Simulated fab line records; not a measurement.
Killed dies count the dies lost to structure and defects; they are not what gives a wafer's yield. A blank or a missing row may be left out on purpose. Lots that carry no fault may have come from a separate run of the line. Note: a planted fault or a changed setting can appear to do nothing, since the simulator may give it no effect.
fab line records ; flow nandHarc ; part 2 of 2: steps 5 to 6 of 6
[record] lots = 24; wafers = 72; lastDay = 33
route steps=1302 shown P_GATE@172 P_CONTACT@218 P_M0@264
lots that met no fault: taken from a fault-free run of the same line
startH: hours from the record's opening day to when the first of the lot's shown wafers began ; waitH: how many hours have passed since the lot's step before this one ; " same as the row above ; L1.1+2: a single row standing in for several wafers ; - no value, or no start given ; * or withheld: withheld ; < > ~ a bound
route shown NAME@n: NAME is a module with steps in the file, n the number in the route of the first one ; usual: average and standard deviation across the fault-free wafers ; same: alike in all rows ; chamber/n: place in a boat ; sites: the reading at each site ; _std_site: the standard deviation of these ; _edge_site: outer sites' mean less inner sites' ; radiusMm: for every site, how far away it sits from the centre of the wafer ; mask NAME#n: copy n ; behind: the last tool/chamber to shape the wafer ; hold: why the lot was held/for how many hours/how that ended ; device: transistor that didn't switch, given as n, p or np ; end of line: the tests these same wafers got at the end of their route ; a step with no rows: only its recipe ; killed: dies that structure and defects cost at the first sort, which is not the same as the wafer's yield ; map: a wafer's dies, marking killed ones x, the rest . and places with no die _
set.NAME: the setting the step ran with; set.NAME@STEP: the setting that earlier step ran with ; model.NAME: the simulator's own value behind a step, which no gauge read
a sample of lots followed through the steps of the route, with each step as a table and each wafer as a row
services: when a tool's chamber went out of use (startH, in hours from the record's first day, below 0 if earlier), for how many hours, and the reason
[[steps]]
[step NHARC_P_M0_STRIP_18]
[recipe] powerW = 1000; n2FlowSccm = 150; h2FlowSccm = 150; arFlowSccm = 0; biasW = 0; chemistry = N2/H2
[usual] drypumpMotorCurrentA = 6.0/0.32; oesProductAu = 1.000/0.0086; rfVppV = 90.7/1.2; showerheadPlenumPTorr = 2.05/0.11; throttleValvePct = 14.171/0.0086
lot.wafer;tool;chamber;startH;waitH;drypumpMotorCurrentA;oesProductAu;rfHoursCounterH;rfVppV;showerheadPlenumPTorr;throttleValvePct
L074.2;rieDiel-03;0;126.11;0.1;5.8;0.980;2;90.3;1.93;14.186
L074.1;rieDiel-03;2;126.11;0.1;6.0;1.006;2;89.8;1.92;14.162
L074.6;rieDiel-03;1;126.11;0.1;6.4;1.007;-;91.1;2.18;14.189
L075.3;rieDiel-03;2;130.76;0.1;6.0;1.006;2;89.1;1.92;14.174
L075.1;rieDiel-03;3;130.76;0.1;6.2;0.999;3;92.1;2.17;14.169
L075.6;rieDiel-03;2;130.76;0.1;6.0;1.007;-;88.3;1.92;14.172
L076.4;rieDiel-03;3;139.99;0.1;6.2;0.988;4;94.0;2.17;14.166
L076.2;rieDiel-03;0;139.99;0.1;5.8;0.986;4;90.2;1.93;14.175
L076.3;rieDiel-03;1;139.99;0.1;6.3;0.998;4;91.3;2.18;14.172
L077.1;rieDiel-03;3;150.73;0.1;6.2;0.993;5;91.6;2.17;14.179
L077.6;rieDiel-03;1;150.73;0.1;6.4;0.989;-;91.6;2.18;14.169
L077.5;rieDiel-03;2;150.73;0.1;6.0;1.001;-;90.3;1.92;14.188
L078.4;rieDiel-10;2;168.81;0.1;5.8;0.998;31;91.6;2.19;14.174
L078.5;rieDiel-10;3;168.81;0.1;5.8;1.008;-;91.2;2.00;14.168
L078.6;rieDiel-10;0;168.81;0.1;5.1;1.017;-;91.3;2.09;14.172
L079.2;rieDiel-03;0;171.87;0.1;5.7;0.984;8;89.1;1.93;14.174
L079.5;rieDiel-03;3;171.87;0.1;6.2;1.006;-;90.8;2.16;14.161
L079.6;rieDiel-03;0;171.87;0.1;5.8;0.983;-;89.6;1.93;14.157
L080.4;rieDiel-03;0;184.06;0.1;5.7;0.980;11;90.7;1.93;14.166
L080.1;rieDiel-03;2;184.06;0.1;6.0;1.003;10;90.1;1.92;14.167
L080.6;rieDiel-03;3;184.06;0.1;6.2;0.997;-;91.3;2.16;14.193
L081.3;rieDiel-01;3;191.30;0.1;5.9;1.011;55;90.0;2.10;14.164
L081.1;rieDiel-01;0;191.30;0.1;5.5;1.007;54;88.9;2.10;14.171
L081.6;rieDiel-01;3;191.30;0.1;5.9;1.026;-;90.9;2.10;14.161
L082.1;rieDiel-03;3;206.93;0.2;6.2;0.994;14;91.7;2.16;14.157
L082.2;rieDiel-03;1;206.93;0.2;6.4;1.002;15;91.6;2.18;14.168
L082.4;rieDiel-03;2;206.93;0.2;6.0;1.004;14;89.2;1.92;14.168
L083.1;rieDiel-03;2;207.26;0.1;6.0;1.012;14;90.9;1.92;14.158
L083.5;rieDiel-03;2;207.26;0.1;6.0;1.008;-;89.1;1.92;14.169
L083.6;rieDiel-03;3;207.26;0.1;6.2;1.002;-;91.3;2.16;14.174
L084.2;rieDiel-03;2;226.96;0.1;6.0;1.005;17;88.3;1.91;14.160
L084.3;rieDiel-03;3;226.96;0.1;6.2;0.995;17;91.1;2.16;14.169
L084.5;rieDiel-03;2;226.96;0.1;5.9;1.006;-;91.3;1.92;14.165
L085.4;rieDiel-03;1;239.40;0.1;6.4;1.001;19;91.3;2.18;14.181
L085.2;rieDiel-03;3;239.40;0.1;6.2;1.003;18;90.8;2.16;14.167
L085.5;rieDiel-03;1;239.40;0.1;6.4;1.008;-;91.6;2.18;14.167
L086.3;rieDiel-03;0;241.84;0.1;5.7;0.990;19;90.7;1.92;14.160
L086.2;rieDiel-03;1;241.84;0.1;6.3;1.007;20;91.4;2.18;14.165
L086.1;rieDiel-03;2;241.84;0.1;6.0;1.001;20;90.9;1.91;14.158
L087.4;rieDiel-10;0;252.04;0.1;5.1;1.001;0;91.4;2.08;14.190
L087.6;rieDiel-10;3;252.04;0.1;5.9;1.011;-;91.0;1.99;14.181
L087.5;rieDiel-10;0;252.04;0.1;5.0;0.999;-;92.3;2.08;14.181
L089.3;rieDiel-01;2;266.79;0.1;5.5;1.012;17;91.2;2.07;14.163
L089.5;rieDiel-01;1;266.79;0.1;6.1;1.004;-;91.5;2.19;14.168
L089.6;rieDiel-01;2;266.79;0.1;5.5;1.000;-;90.2;2.07;14.157
L088.1;rieDiel-03;0;267.75;0.1;5.7;0.976;24;90.2;1.92;14.171
L088.3;rieDiel-03;2;267.75;0.1;5.9;1.009;26;91.2;1.91;14.175
L088.4;rieDiel-03;0;267.75;0.1;5.7;0.987;-;88.9;1.92;14.159
L090.3;rieDiel-03;0;290.79;0.1;5.7;1.006;0;90.2;1.92;14.177
L090.1;rieDiel-03;1;290.79;0.1;6.3;0.995;0;92.2;2.17;14.181
L090.5;rieDiel-03;2;290.79;0.1;6.0;1.001;-;89.4;1.91;14.172
L091.1;rieDiel-03;0;293.21;0.1;5.7;0.993;0;89.3;1.92;14.172
L091.2;rieDiel-03;3;293.21;0.1;6.2;1.001;0;90.3;2.16;14.178
L091.5;rieDiel-03;0;293.21;0.1;5.7;0.995;-;89.1;1.92;14.174
L092.4;rieDiel-03;1;310.37;0.1;6.3;0.997;2;92.1;2.17;14.183
L092.2;rieDiel-03;3;310.37;0.1;6.2;0.999;2;91.9;2.16;14.169
L092.1;rieDiel-03;0;310.37;0.1;5.7;0.990;2;88.4;1.92;14.173
L093.1;rieDiel-01;1;319.10;0.1;6.1;0.997;34;92.0;2.19;14.163
L093.6;rieDiel-01;1;319.10;0.1;6.1;0.981;-;91.4;2.19;14.174
L093.5;rieDiel-01;2;319.10;0.1;5.5;1.011;-;89.8;2.07;14.176
L095.2;rieDiel-10;0;329.33;0.1;5.0;1.002;21;90.1;2.07;14.174
L095.1;rieDiel-10;2;329.33;0.1;5.8;0.995;24;93.1;2.17;14.164
L095.5;rieDiel-10;0;329.33;0.1;5.0;1.003;-;91.1;2.07;14.171
L094.1;rieDiel-03;2;330.46;0.1;6.0;1.010;7;88.9;1.91;14.175
L094.6;rieDiel-03;2;330.46;0.1;6.0;1.006;-;89.4;1.91;14.182
L094.4;rieDiel-03;1;330.46;0.1;6.4;1.013;-;91.0;2.17;14.173
L096.1;rieDiel-01;1;339.97;0.1;6.1;0.990;39;91.5;2.19;14.170
L096.3;rieDiel-01;2;339.97;0.1;5.5;1.006;41;91.5;2.06;14.188
L096.6;rieDiel-01;1;339.97;0.1;6.1;1.001;-;93.8;2.19;14.177
L097.1;rieDiel-03;2;353.99;0.1;6.0;0.999;14;89.8;1.91;14.172
L097.2;rieDiel-03;0;353.99;0.1;5.7;0.998;13;89.2;1.92;14.180
L097.4;rieDiel-03;2;353.99;0.1;6.0;1.002;-;89.0;1.91;14.179
[step NHARC_P_M0_DEGAS_28]
[recipe] tempC = 250; timeS = 60
[usual] heaterPowerW = 325/36
lot.wafer;tool;chamber;startH;waitH;heaterPowerW
L074.1;pvdSputter-03;-;126.65;-;359
L074.2;pvdSputter-03;-;126.65;-;284
L074.6;pvdSputter-03;-;126.65;-;280
L075.3;pvdSputter-02;-;131.29;-;398
L075.1;pvdSputter-02;-;131.29;-;288
L075.6;pvdSputter-02;-;131.29;-;332
L076.2;pvdSputter-01;-;140.51;-;312
L076.4;pvdSputter-01;-;140.51;-;347
L076.3;pvdSputter-01;-;140.51;-;301
L077.1;pvdSputter-01;-;151.23;-;336
L077.5;pvdSputter-01;-;151.23;-;337
L077.6;pvdSputter-01;-;151.23;-;341
L078.4;pvdSputter-02;-;169.29;-;286
L078.6;pvdSputter-02;-;169.29;-;396
L078.5;pvdSputter-02;-;169.29;-;274
L079.2;pvdSputter-01;-;172.39;-;354
L079.5;pvdSputter-01;-;172.39;-;315
L079.6;pvdSputter-01;-;172.39;-;348
L080.4;pvdSputter-03;-;184.57;-;312
L080.1;pvdSputter-03;-;184.57;-;284
L080.6;pvdSputter-03;-;184.57;-;316
L081.1;pvdSputter-03;-;191.85;-;286
L081.3;pvdSputter-03;-;191.85;-;379
L081.6;pvdSputter-03;-;191.85;-;287
L082.4;pvdSputter-02;-;207.48;-;391
L082.1;pvdSputter-02;-;207.48;-;281
L082.2;pvdSputter-02;-;207.48;-;327
L083.1;pvdSputter-01;-;207.82;-;339
L083.6;pvdSputter-01;-;207.82;-;288
L083.5;pvdSputter-01;-;207.82;-;313
L084.2;pvdSputter-02;-;227.51;-;336
L084.3;pvdSputter-02;-;227.51;-;392
L084.5;pvdSputter-02;-;227.51;-;337
L085.2;pvdSputter-02;-;239.99;-;395
L085.4;pvdSputter-02;-;239.99;-;283
L085.5;pvdSputter-02;-;239.99;-;282
L086.1;pvdSputter-02;-;242.38;-;334
L086.2;pvdSputter-02;-;242.38;-;273
L086.3;pvdSputter-02;-;242.38;-;278
L087.4;pvdSputter-03;-;252.57;-;318
L087.6;pvdSputter-03;-;252.57;-;319
L087.5;pvdSputter-03;-;252.57;-;320
L089.3;pvdSputter-02;-;267.34;-;275
L089.5;pvdSputter-02;-;267.34;-;283
L089.6;pvdSputter-02;-;267.34;-;332
L088.4;pvdSputter-01;-;268.34;-;300
L088.1;pvdSputter-01;-;268.34;-;339
L088.3;pvdSputter-01;-;268.34;-;346
L090.3;pvdSputter-03;-;291.32;-;281
L090.1;pvdSputter-03;-;291.32;-;322
L090.5;pvdSputter-03;-;291.32;-;373
L091.2;pvdSputter-03;-;293.76;-;313
L091.1;pvdSputter-03;-;293.76;-;281
L091.5;pvdSputter-03;-;293.76;-;320
L092.2;pvdSputter-03;-;310.92;-;372
L092.1;pvdSputter-03;-;310.92;-;286
L092.4;pvdSputter-03;-;310.92;-;319
L093.1;pvdSputter-01;-;319.64;-;310
L093.6;pvdSputter-01;-;319.64;-;307
L093.5;pvdSputter-01;-;319.64;-;355
L095.2;pvdSputter-02;-;329.86;-;385
L095.1;pvdSputter-02;-;329.86;-;266
L095.5;pvdSputter-02;-;329.86;-;308
L094.4;pvdSputter-01;-;331.08;-;294
L094.1;pvdSputter-01;-;331.08;-;303
L094.6;pvdSputter-01;-;331.08;-;341
L096.3;pvdSputter-01;-;340.50;-;341
L096.1;pvdSputter-01;-;340.50;-;303
L096.6;pvdSputter-01;-;340.50;-;347
L097.2;pvdSputter-02;-;354.56;-;263
L097.1;pvdSputter-02;-;354.56;-;303
L097.4;pvdSputter-02;-;354.56;-;312
[[services]]
tool;chamber;startH;hours;kind
pvdSputter-02;-;104.08;10.0;pm
rieDiel-03;-;104.35;9.0;pm
rieDiel-11;3;107.44;5.8;repair
pvdSputter-01;-;126.84;5.6;repair
rieDiel-09;-;143.10;9.0;pm
rieDiel-08;3;177.47;4.3;repair
rieDiel-04;-;177.98;9.0;pm
pecvd-03;-;185.00;13.0;pm
rieDiel-08;-;190.80;9.0;pm
rieDiel-11;1;201.38;34.0;repair
rieDiel-11;3;201.88;6.9;repair
rieDiel-08;2;212.49;3.2;repair
rieDiel-04;2;218.43;1.9;repair
pvdSputter-01;-;226.02;10.0;pm
rieDiel-11;-;255.50;9.0;pm
rieDiel-03;3;266.33;6.6;repair
rieDiel-03;3;273.15;8.1;repair
rieDiel-03;-;281.36;9.0;pm
pvdSputter-02;-;282.08;10.0;pm
rieDiel-04;0;284.99;1.9;repair
rieDiel-04;-;294.96;0.3;repair
pecvd-03;0;295.15;8.5;repair
rieDiel-03;3;329.68;68.2;repair
pecvd-03;1;342.83;18.6;repair
